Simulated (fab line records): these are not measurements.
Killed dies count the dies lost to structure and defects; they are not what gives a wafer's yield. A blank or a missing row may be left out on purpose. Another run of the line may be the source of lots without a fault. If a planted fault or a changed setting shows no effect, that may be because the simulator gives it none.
Which tool was responsible? ; flow nandHarc ; 72 wafers from 24 lots sampled at 6 of the route's 1302 steps

## WHAT THE GAUGES READ, wafer by wafer
The record holds no reading of a measuring or inspecting step that can be judged against a usual standard deviation.

## EACH LOT AND THE TOOL THAT RAN IT (in order: tool; ch and the chambers of the sampled wafers; start)
lot;NHARC_A_CHANNEL_HOLE_D2_ETCH_34;NHARC_A_CHANNEL_HOLE_D2_ETCH_20;NHARC_A_CHANNEL_HOLE_D2_ETCH_23;NHARC_A_CHANNEL_HOLE_D2_ETCH_25;NHARC_A_STAIRCASE_DEP_156;NHARC_A_STAIRCASE_ETCH_169
L074;rieDiel-01 ch 2,3, day 13 02:53 or earlier;harEtch-01 ch 0,1, day 13 02:53;harEtch-01 ch 0,1, day 13 04:20;harEtch-01 ch 0,1, day 13 05:52;pecvd-01 ch 1,2, day 15 11:48;rieDiel-03 ch 2,3, day 15 12:52
L075;rieDiel-04 ch 0,1,2, day 13 09:16 or earlier;harEtch-02 ch 0,1, day 13 09:16;harEtch-02 ch 0,1, day 13 10:35;harEtch-02 ch 0,1, day 13 12:02;pecvd-04 ch 1,2, day 15 15:13;rieDiel-09 ch 1,2,3, day 15 16:10
L076;rieDiel-01 ch 0,3, day 14 03:48 or earlier;harEtch-01 ch 0,1, day 14 03:48;harEtch-01 ch 0,1, day 14 05:11;harEtch-01 ch 0,1, day 14 06:40;pecvd-01 ch 0,1, day 16 10:43;rieDiel-03 ch 1,2,3, day 16 11:55
L077;rieDiel-01 ch 0,3, day 14 13:55 or earlier;harEtch-01 ch 0,1, day 14 13:55;harEtch-01 ch 0,1, day 14 15:13;harEtch-01 ch 0,1, day 14 16:41;pecvd-03 ch 0,1,2, day 16 20:39;rieDiel-08 ch 1,2,3, day 16 21:34
L078;rieDiel-06 ch 0,3, day 14 16:32 or earlier;harEtch-02 ch 0,1, day 14 16:32;harEtch-02 ch 0,1, day 14 17:56;harEtch-02 ch 0,1, day 14 19:26;pecvd-01 ch 0,1,2, day 16 23:08;rieDiel-03 ch 2,3, day 17 00:13
L080;rieDiel-04 ch 0,1,2, day 15 07:01 or earlier;harEtch-01 ch 0,1, day 15 07:01;harEtch-01 ch 0,1, day 15 08:28;harEtch-01 ch 0,1, day 15 10:00;pecvd-01 ch 0,1, day 17 14:34;rieDiel-09 ch 0,1,2, day 17 15:38
L079;rieDiel-06 ch 0,1,2, day 15 07:03 or earlier;harEtch-02 ch 0,1, day 15 07:03;harEtch-02 ch 0,1, day 15 08:22;harEtch-02 ch 0,1, day 15 09:50;pecvd-03 ch 1,2, day 17 14:33;rieDiel-03 ch 1,2,3, day 17 15:47
L081;rieDiel-06 ch 2,3, day 16 04:07 or earlier;harEtch-02 ch 0,1, day 16 04:07;harEtch-02 ch 0,1, day 16 05:38;harEtch-02 ch 0,1, day 16 07:11;pecvd-04 ch 0,1,2, day 18 12:16;rieDiel-08 ch 1,2, day 18 13:14
L082;rieDiel-01 ch 0,2,3, day 16 14:53 or earlier;harEtch-02 ch 0,1, day 16 14:53;harEtch-02 ch 0,1, day 16 16:13;harEtch-02 ch 0,1, day 16 17:40;pecvd-01 ch 0,2, day 19 00:11;rieDiel-08 ch 0,3, day 19 01:11
L083;rieDiel-04 ch 2,3, day 16 17:49 or earlier;harEtch-01 ch 1, day 16 17:49;harEtch-01 ch 1, day 16 19:09;harEtch-01 ch 1, day 16 20:37;pecvd-04 ch 0,2, day 19 00:16;rieDiel-08 ch 0,1,3, day 19 01:22
L084;rieDiel-06 ch 0,1,2, day 17 12:04 or earlier;harEtch-02 ch 0,1, day 17 12:04;harEtch-02 ch 0,1, day 17 13:22;harEtch-02 ch 0,1, day 17 14:49;pecvd-01 ch 0,1,2, day 19 21:08;rieDiel-09 ch 0,2,3, day 19 22:13
L085;rieDiel-01 ch 0,3, day 17 15:39 or earlier;harEtch-01 ch 0,1, day 17 15:39;harEtch-01 ch 0,1, day 17 17:05;harEtch-01 ch 0,1, day 17 18:38;pecvd-01 ch 0,1, day 19 21:20;rieDiel-03 ch 0,2,3, day 19 22:22
L086;rieDiel-06 ch 1,2,3, day 18 04:51 or earlier;harEtch-01 ch 0,1, day 18 04:51;harEtch-01 ch 0,1, day 18 06:10;harEtch-01 ch 0,1, day 18 07:38;pecvd-03 ch 0,1, day 20 14:04;rieDiel-09 ch 2,3, day 20 15:01
L087;rieDiel-04 ch 0,1, day 18 13:23 or earlier;harEtch-02 ch 0, day 18 13:23;harEtch-02 ch 0, day 18 14:46;harEtch-02 ch 0, day 18 16:16;pecvd-03 ch 0,2, day 20 18:57;rieDiel-03 ch 1,2,3, day 20 19:59
L088;rieDiel-01 ch 0,2,3, day 19 07:43 or earlier;harEtch-01 ch 1, day 19 07:43;harEtch-01 ch 1, day 19 09:07;harEtch-01 ch 1, day 19 10:35;pecvd-04 ch 0,1,2, day 21 13:49;rieDiel-03 ch 0,2,3, day 21 14:53
L089;rieDiel-04 ch 2,3, day 19 08:02 or earlier;harEtch-02 ch 0,1, day 19 08:02;harEtch-02 ch 0,1, day 19 09:29;harEtch-02 ch 0,1, day 19 11:01;pecvd-03 ch 0,2, day 21 13:38;rieDiel-03 ch 0,1,3, day 21 14:43
L090;rieDiel-06 ch 0,1, day 20 04:47 or earlier;harEtch-02 ch 0,1, day 20 04:47;harEtch-02 ch 0,1, day 20 06:06;harEtch-02 ch 0,1, day 20 07:32;pecvd-03 ch 0,1,2, day 22 10:51;rieDiel-09 ch 0,1, day 22 11:46
L091;rieDiel-04 ch 1,2,3, day 20 05:28 or earlier;harEtch-01 ch 0,1, day 20 05:28;harEtch-01 ch 0,1, day 20 06:52;harEtch-01 ch 0,1, day 20 08:22;pecvd-01 ch 1,2, day 22 10:52;rieDiel-09 ch 0,3, day 22 11:56
L093;rieDiel-06 ch 0,1,2, day 20 21:41 or earlier;harEtch-02 ch 0,1, day 20 21:41;harEtch-02 ch 0,1, day 20 23:00;harEtch-02 ch 0,1, day 21 00:28;pecvd-03 ch 0,1, day 23 08:35;rieDiel-08 ch 1,2,3, day 23 09:40
L092;rieDiel-06 ch 0,1,3, day 20 23:37 or earlier;harEtch-01 ch 0,1, day 20 23:37;harEtch-01 ch 0,1, day 21 01:00;harEtch-01 ch 0,1, day 21 02:29;pecvd-01 ch 0,2, day 23 08:25;rieDiel-08 ch 0,3, day 23 09:22
L094;rieDiel-04 ch 0,1, day 21 14:11 or earlier;harEtch-02 ch 0,1, day 21 14:11;harEtch-02 ch 0,1, day 21 15:31;harEtch-02 ch 0,1, day 21 16:58;pecvd-01 ch 0,1,2, day 23 20:11;rieDiel-09 ch 0,1,2, day 23 21:15
L095;rieDiel-01 ch 0,1,3, day 22 00:46 or earlier;harEtch-01 ch 0,1, day 22 00:46;harEtch-01 ch 0,1, day 22 02:16;harEtch-01 ch 0,1, day 22 03:49;pecvd-04 ch 1,2, day 24 09:29;rieDiel-08 ch 0,1,3, day 24 10:26
L096;rieDiel-04 ch 0,1, day 22 12:52 or earlier;harEtch-01 ch 0,1, day 22 12:52;harEtch-01 ch 0,1, day 22 14:24;harEtch-01 ch 0,1, day 22 15:58;pecvd-04 ch 0,1,2, day 24 17:56;rieDiel-03 ch 0,1,2, day 24 18:48
L097;rieDiel-01 ch 0,1, day 22 16:50 or earlier;harEtch-02 ch 0,1, day 22 16:50;harEtch-02 ch 0,1, day 22 18:18;harEtch-02 ch 0,1, day 22 19:49;pecvd-01 ch 0,1, day 24 23:46;rieDiel-09 ch 0,1,2, day 25 00:44
- NHARC_A_CHANNEL_HOLE_D2_ETCH_34: etches the open film in CF4/CHF3, target depth 154 nm, time 77 s.
- NHARC_A_CHANNEL_HOLE_D2_ETCH_20: etches the open film in C4F8/O2/Ar, time 361.9 s, target depth 1600 nm.
- NHARC_A_CHANNEL_HOLE_D2_ETCH_23: etches the open film in C4F8/O2/Ar, time 819 s, target depth 1600 nm.
- NHARC_A_CHANNEL_HOLE_D2_ETCH_25: etches the open film in C4F8/O2/Ar, time 1040.2 s, target depth 1500 nm.
- NHARC_A_STAIRCASE_DEP_156: deposits SiNx, target thk 50 nm.
- NHARC_A_STAIRCASE_ETCH_169: etches the open film in CH3F/O2, target depth 50 nm, time 107.1 s.

## AS READ BY THE TOOLS THEMSELVES (means over the sampled wafers that have a number; for cases with no such wafer, the mark the record gives instead)
NHARC_A_CHANNEL_HOLE_D2_ETCH_34.
lot;tool;drypumpMotorCurrentA (A);oesProductAu (a.u.);rfVppV (V);showerheadPlenumPTorr (Torr);throttleValvePct (%)
L074;rieDiel-01;5.8;0.926;369.5;1.55;16.793
L075;rieDiel-04;5.4;0.969;371.9;1.63;16.801
L076;rieDiel-01;5.9;0.940;370.6;1.56;16.803
L077;rieDiel-01;5.9;0.986;370.0;1.56;16.803
L078;rieDiel-06;6.0;0.975;369.1;1.52;16.798
L080;rieDiel-04;5.4;0.929;372.4;1.63;16.802
L079;rieDiel-06;6.2;0.931;370.9;1.58;16.802
L081;rieDiel-06;6.1;0.958;368.1;1.51;16.802
L082;rieDiel-01;5.8;0.951;369.3;1.57;16.803
L083;rieDiel-04;5.4;0.978;372.7;1.66;16.797
L084;rieDiel-06;6.2;0.967;371.4;1.58;16.809
L085;rieDiel-01;5.9;0.993;370.3;1.56;16.807
L086;rieDiel-06;6.1;0.971;370.6;1.56;16.798
L087;rieDiel-04;5.5;0.956;372.0;1.62;16.796
L088;rieDiel-01;5.8;0.958;370.5;1.57;16.796
L089;rieDiel-04;5.4;0.933;373.5;1.65;16.804
L090;rieDiel-06;6.0;0.990;371.6;1.61;16.809
L091;rieDiel-04;5.6;0.958;372.2;1.63;16.798
L093;rieDiel-06;6.2;0.928;370.1;1.58;16.799
L092;rieDiel-06;6.0;0.932;370.1;1.56;16.806
L094;rieDiel-04;5.5;0.958;371.2;1.62;16.804
L095;rieDiel-01;6.1;0.972;369.7;1.55;16.807
L096;rieDiel-04;5.6;0.970;371.1;1.59;16.802
L097;rieDiel-01;6.1;0.953;370.2;1.57;16.800

NHARC_A_CHANNEL_HOLE_D2_ETCH_20.
lot;tool;drypumpMotorCurrentA (A);showerheadPlenumPTorr (Torr);throttleValvePct (%)
L074;harEtch-01;6.3;3.69;32.145
L075;harEtch-02;6.5;3.67;32.158
L076;harEtch-01;6.0;3.67;32.157
L077;harEtch-01;6.3;3.68;32.158
L078;harEtch-02;6.3;3.61;32.156
L080;harEtch-01;6.3;3.68;32.155
L079;harEtch-02;6.3;3.61;32.155
L081;harEtch-02;6.5;3.65;32.152
L082;harEtch-02;6.3;3.59;32.158
L083;harEtch-01;5.7;3.64;32.143
L084;harEtch-02;6.3;3.85;32.151
L085;harEtch-01;6.3;3.65;32.159
L086;harEtch-01;6.2;3.65;32.153
L087;harEtch-02;6.6;3.69;32.151
L088;harEtch-01;5.7;3.62;32.163
L089;harEtch-02;6.3;3.84;32.160
L090;harEtch-02;6.3;3.83;32.153
L091;harEtch-01;6.3;3.63;32.159
L093;harEtch-02;6.5;3.76;32.154
L092;harEtch-01;6.0;3.62;32.156
L094;harEtch-02;6.5;3.75;32.147
L095;harEtch-01;6.3;3.62;32.149
L096;harEtch-01;6.3;3.62;32.152
L097;harEtch-02;6.5;3.74;32.153

NHARC_A_CHANNEL_HOLE_D2_ETCH_23.
lot;tool;drypumpMotorCurrentA (A);showerheadPlenumPTorr (Torr);throttleValvePct (%)
L074;harEtch-01;6.3;3.69;32.156
L075;harEtch-02;6.5;3.67;32.155
L076;harEtch-01;6.0;3.67;32.158
L077;harEtch-01;6.3;3.68;32.158
L078;harEtch-02;6.3;3.61;32.155
L080;harEtch-01;6.3;3.68;32.157
L079;harEtch-02;6.3;3.60;32.157
L081;harEtch-02;6.5;3.65;32.156
L082;harEtch-02;6.3;3.59;32.154
L083;harEtch-01;5.7;3.64;32.146
L084;harEtch-02;6.3;3.85;32.150
L085;harEtch-01;6.3;3.65;32.158
L086;harEtch-01;6.3;3.65;32.148
L087;harEtch-02;6.6;3.69;32.161
L088;harEtch-01;5.7;3.62;32.154
L089;harEtch-02;6.3;3.84;32.156
L090;harEtch-02;6.3;3.83;32.157
L091;harEtch-01;6.3;3.63;32.157
L093;harEtch-02;6.5;3.76;32.159
L092;harEtch-01;6.0;3.62;32.150
L094;harEtch-02;6.5;3.75;32.148
L095;harEtch-01;6.3;3.62;32.155
L096;harEtch-01;6.3;3.62;32.153
L097;harEtch-02;6.5;3.74;32.159

NHARC_A_CHANNEL_HOLE_D2_ETCH_25.
lot;tool;drypumpMotorCurrentA (A);showerheadPlenumPTorr (Torr);throttleValvePct (%)
L074;harEtch-01;6.3;3.68;32.224
L075;harEtch-02;6.5;3.67;32.236
L076;harEtch-01;6.0;3.67;32.237
L077;harEtch-01;6.3;3.67;32.228
L078;harEtch-02;6.3;3.60;32.234
L080;harEtch-01;6.3;3.67;32.226
L079;harEtch-02;6.3;3.60;32.239
L081;harEtch-02;6.5;3.65;32.228
L082;harEtch-02;6.3;3.59;32.234
L083;harEtch-01;5.7;3.64;32.233
L084;harEtch-02;6.3;3.85;32.233
L085;harEtch-01;6.3;3.65;32.236
L086;harEtch-01;6.3;3.64;32.225
L087;harEtch-02;6.6;3.69;32.232
L088;harEtch-01;5.7;3.61;32.239
L089;harEtch-02;6.3;3.83;32.240
L090;harEtch-02;6.3;3.83;32.242
L091;harEtch-01;6.3;3.63;32.232
L093;harEtch-02;6.5;3.75;32.241
L092;harEtch-01;6.0;3.61;32.234
L094;harEtch-02;6.5;3.74;32.238
L095;harEtch-01;6.3;3.61;32.232
L096;harEtch-01;6.3;3.61;32.245
L097;harEtch-02;6.5;3.73;32.235

NHARC_A_STAIRCASE_DEP_156.
lot;tool;heaterPowerW (W)
L074;pecvd-01;745
L075;pecvd-04;686
L076;pecvd-01;723
L077;pecvd-03;679
L078;pecvd-01;784
L080;pecvd-01;767
L079;pecvd-03;652
L081;pecvd-04;642
L082;pecvd-01;707
L083;pecvd-04;610
L084;pecvd-01;779
L085;pecvd-01;738
L086;pecvd-03;729
L087;pecvd-03;702
L088;pecvd-04;649
L089;pecvd-03;707
L090;pecvd-03;667
L091;pecvd-01;707
L093;pecvd-03;694
L092;pecvd-01;690
L094;pecvd-01;707
L095;pecvd-04;688
L096;pecvd-04;626
L097;pecvd-01;714

NHARC_A_STAIRCASE_ETCH_169.
lot;tool;drypumpMotorCurrentA (A);oesProductAu (a.u.);rfVppV (V);showerheadPlenumPTorr (Torr);throttleValvePct (%)
L074;rieDiel-03;5.4;0.979;246.1;2.57;20.666
L075;rieDiel-09;5.9;0.964;245.2;2.48;20.661
L076;rieDiel-03;5.5;0.945;244.8;2.50;20.665
L077;rieDiel-08;5.4;0.960;245.4;2.49;20.660
L078;rieDiel-03;5.1;0.964;245.2;2.49;20.656
L080;rieDiel-09;5.6;0.958;244.4;2.46;20.655
L079;rieDiel-03;5.5;0.973;244.6;2.50;20.666
L081;rieDiel-08;5.6;0.964;245.2;2.52;20.663
L082;rieDiel-08;5.2;0.962;245.1;2.50;20.664
L083;rieDiel-08;5.4;0.949;245.5;2.54;20.666
L084;rieDiel-09;6.0;0.966;244.8;2.46;20.659
L085;rieDiel-03;5.2;0.984;245.6;2.48;20.659
L086;rieDiel-09;5.9;0.948;245.0;2.49;20.675
L087;rieDiel-03;5.5;0.979;244.4;2.49;20.661
L088;rieDiel-03;5.2;0.961;244.6;2.47;20.663
L089;rieDiel-03;5.7;0.961;244.4;2.47;20.660
L090;rieDiel-09;5.7;0.975;243.8;2.41;20.662
L091;rieDiel-09;6.3;0.954;244.3;2.44;20.676
L093;rieDiel-08;5.4;0.974;244.2;2.47;20.667
L092;rieDiel-08;5.2;0.975;244.0;2.48;20.655
L094;rieDiel-09;5.6;0.950;245.1;2.44;20.654
L095;rieDiel-08;5.4;0.970;244.8;2.52;20.663
L096;rieDiel-03;5.4;0.971;243.1;2.38;20.667
L097;rieDiel-09;5.6;0.943;243.1;2.43;20.653

## THE ANSWER, worked out from the rows above alone
Rule: usual is defined by the lots themselves. The widest of any qualifying gaps counts: lots, ordered by their means at a reading, are off when they make up no more than a third of the lots, leave a main group of 4 or more, and stand apart from it by 3 or more times the standard deviation of that group's means. If all means in a main group match to the digits the tables above print for the reading, that group is not used. Also off: a lot with no number at a reading for which 4 or more lots have one. Where the step has rows for the other lots, those lots are counted as sound. The gauges are gone through in route order, then the tools' own readings, and for those a lot's mean is taken as printed above. At the first step where some lot is off, the reading lying furthest off is the one used; lots without a number count as furthest.
Across all readings shown, no lot is off: no conclusion can be drawn from this.

## WHAT THE SIMULATOR HAD INSERTED
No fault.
